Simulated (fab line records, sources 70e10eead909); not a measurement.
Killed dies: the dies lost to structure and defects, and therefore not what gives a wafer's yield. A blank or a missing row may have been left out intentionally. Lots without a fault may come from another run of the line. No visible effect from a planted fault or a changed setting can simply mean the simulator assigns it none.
Matching of chambers ; flow nand harc ; NHARC_P_ZERO_WELL_DESCUM_39 on rie diel-08 has 4 sister chambers
The step chemistry O2, time 3 s. 14 wafers are shown with their chamber, then 7 later ones without.

== WAFERS PAIRED WITH THEIR CHAMBERS ==
wafer;chamber;drypump motor current A (A);throttle valve pct (%);rf vpp V (V)
L074.2;1;6.7;11.309;59.4
L074.3;0;6.3;11.315;57.7
L074.5;3;5.9;11.313;57.6
L075.2;2;5.5;11.303;58.4
L075.5;0;6.3;11.302;55.8
L075.6;1;6.6;11.313;56.5
L077.2;3;6.0;11.300;57.9
L077.3;1;6.7;11.309;58.0
L077.4;0;6.3;11.321;56.8
L077.1;2;5.6;11.303;58.0
L077.5;0;6.3;11.312;57.6
L077.6;1;6.7;11.314;58.8
L080.1;3;5.9;11.312;56.6
L080.2;1;6.6;11.308;57.6

SIGNATURES, as means of the wafers listed above
reading;chamber 0;chamber 1;chamber 2;chamber 3;scatter within a chamber
drypump motor current A;6.300;6.660;5.550;5.933;0.0486
throttle valve pct;11.31250;11.31060;11.30300;11.30833;0.00568
rf vpp V;56.975;58.060;58.200;57.367;0.912
Rule: for a wafer and a chamber, the distance is found by dividing, reading by reading, the gap between the wafer's reading and the chamber's mean by the reading's scatter, squaring, summing and taking the root. If the next closest chamber is less than 2 further off than the closest, the wafer can't be placed; otherwise it belongs to the closest. How the scatter is found: for the shown wafers, subtract from each reading the mean of its chamber, square and add these, divide the total by (wafers less chambers), then take the root.

== WAFERS WITHOUT THEIR CHAMBER ==
wafer;drypump motor current A (A);throttle valve pct (%);rf vpp V (V)
L080.6;6.3;11.312;57.5
L085.2;5.9;11.322;58.4
L085.3;6.7;11.298;57.6
L085.5;5.6;11.317;58.3
L089.1;5.9;11.308;57.9
L089.2;6.3;11.318;57.5
L089.3;5.6;11.306;58.5

== EACH ONE'S CHAMBER ==
wafer;from the rows above;in truth
L080.6;0;0
L085.2;3;3
L085.3;1;1
L085.5;2;2
L089.1;3;3
L089.2;0;0
L089.3;2;2
Correct placement for 7 of the 7. From these rows, 0 cannot be placed. Number placed wrongly: 0.
